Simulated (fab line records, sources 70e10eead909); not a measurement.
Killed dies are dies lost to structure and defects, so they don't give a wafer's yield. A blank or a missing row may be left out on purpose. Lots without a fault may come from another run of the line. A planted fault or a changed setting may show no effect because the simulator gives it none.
A struck lot beside a sound one | flow nand_harc | 15 steps out of a route of 1302
Sound: wafers L690.1, L690.4, L690.5. Struck: wafer L682.3. (L682.2, L682.5 of the same lot were not struck and are left out.) The cause comes at the end.
At each step with rows: each side's tool, then ch and its chambers, then its first start. Under that, the readings that differ: sound wafers | struck wafers | difference of the means | sigmas: that difference in standard deviations of wafers without a fault.
alike: readings whose means differ by less than 2 such deviations, and words and numbers that are the same on both sides. not compared: withheld readings, readings that some wafer has no value for, bounds like >300 that may hide the same value, and numbers for which the record gives no deviation and whose values overlap.
The two part at a step that has a row with sigmas, a row that says differs or no value, or rows on one side only. Numbers that don't overlap but have no deviation are shown without sigmas and don't part them. A reading that every wafer of one side lacks parts them only if that side has two wafers or more.

first, 6 steps without rows for these wafers: NHARC_A_CONTACT_COAT_36 (resist thk 90 nm); NHARC_A_CONTACT_SOFTBAKE_37 (time 55 s); NHARC_A_CONTACT_EBR_38; NHARC_A_CONTACT_EXPOSE_39 (exposes mask A CC 3); NHARC_A_CONTACT_PEB_40 (peb time 65 s); NHARC_A_CONTACT_DEVELOP_41 (develop time 35 s).
NHARC_A_CONTACT_CD_MEAS_42: target cd 300 nm.
  sound on cd_sem-02 ch 0, day 28 23:20; struck on cd_sem-03 ch 0, day 25 06:29
  alike: cd_nm
NHARC_A_CONTACT_OVL_MEAS_43:
  sound on overlay-02, day 28 23:26; struck on overlay-01, day 25 06:35
  alike: overlay_x_nm, overlay_y_nm
NHARC_A_CONTACT_INSPECT_44:
  sound on defect_inspect-02, day 28 23:28; struck on defect_inspect-02, day 25 06:37
  alike: raw_defect_count
NHARC_A_CONTACT_DESCUM_47: chemistry O2, time 3 s.
  sound on rie_diel-02 ch 0,1,3, day 28 23:32; struck on rie_diel-11 ch 2, day 25 06:41
  alike: drypump_motor_current_A, oes_product_au, rf_vpp_V, showerhead_plenum_p_Torr, throttle_valve_pct
  not compared: rf_hours_counter_h
NHARC_A_CONTACT_ETCH_48: etches the open film in CF4, target depth 39 nm, time 65 s.
  sound on rie_diel-02 ch 0,1,3, day 28 23:47; struck on rie_diel-11 ch 1, day 25 06:46
  reading      | sound             | struck | difference | sigmas
  rf_vpp_V (V) | 152.8 152.7 152.6 | 150.0  | -2.7       | -2
  alike: drypump_motor_current_A, oes_product_au, showerhead_plenum_p_Torr, throttle_valve_pct
  not compared: rf_hours_counter_h
NHARC_A_CONTACT_ETCH_49: etches the open film in N2/H2, target depth 260 nm, time 475.3 s.
  sound on rie_diel-02 ch 0,2; struck on rie_diel-11 ch 0
  reading                         | sound             | struck | difference | sigmas
  rf_vpp_V (V)                    | 431.8 425.9 426.7 | 435.2  | +7.1       | +3
  showerhead_plenum_p_Torr (Torr) | 2.11 1.88 1.88    | 2.20   | +0.24      | +2
  alike: drypump_motor_current_A, oes_product_au, throttle_valve_pct
  not compared: rf_hours_counter_h
NHARC_A_CONTACT_ETCH_50: etches the open film in CF4/CHF3, target depth 121 nm, time 60.5 s.
  sound on rie_diel-02 ch 0,3, day 29 00:57; struck on rie_diel-11 ch 2, day 25 07:13
  reading               | sound             | struck | difference | sigmas
  oes_product_au (a.u.) | 0.938 0.944 0.945 | 0.837  | -0.105     | -4
  alike: drypump_motor_current_A, rf_vpp_V, showerhead_plenum_p_Torr, throttle_valve_pct
  not compared: rf_hours_counter_h
NHARC_A_CONTACT_ETCH_51: etches the open film in O2/COS, target depth 7000 nm, time 1820 s.
  sound on rie_diel-02 ch 0,2,3; struck on rie_diel-11 ch 1
  alike: drypump_motor_current_A, oes_product_au, rf_vpp_V, showerhead_plenum_p_Torr, throttle_valve_pct
  not compared: rf_hours_counter_h
-- the record jumps here: 3 days lie between the struck wafers' starts before and after (it left off in module A_CONTACT and takes up again in module END, whose first step shown is number 1302 of the route) --
NHARC_END_SORT_01:
  sound on prober-02 ch 0, day 31 21:20; struck on prober-02 ch 0, day 28 08:25
  reading | sound | struck                   | difference                   | sigmas
  hold    | - - - | await_dispo/1.8h/release | no value on the sound wafers |
  alike: killed_at_array, killed_at_other, killed_at_periphery, killed_dies, killed_open, killed_short

WHERE THEY PART
First at NHARC_A_CONTACT_ETCH_48; last, within this record, at NHARC_END_SORT_01.

WHY: what the simulator had put in
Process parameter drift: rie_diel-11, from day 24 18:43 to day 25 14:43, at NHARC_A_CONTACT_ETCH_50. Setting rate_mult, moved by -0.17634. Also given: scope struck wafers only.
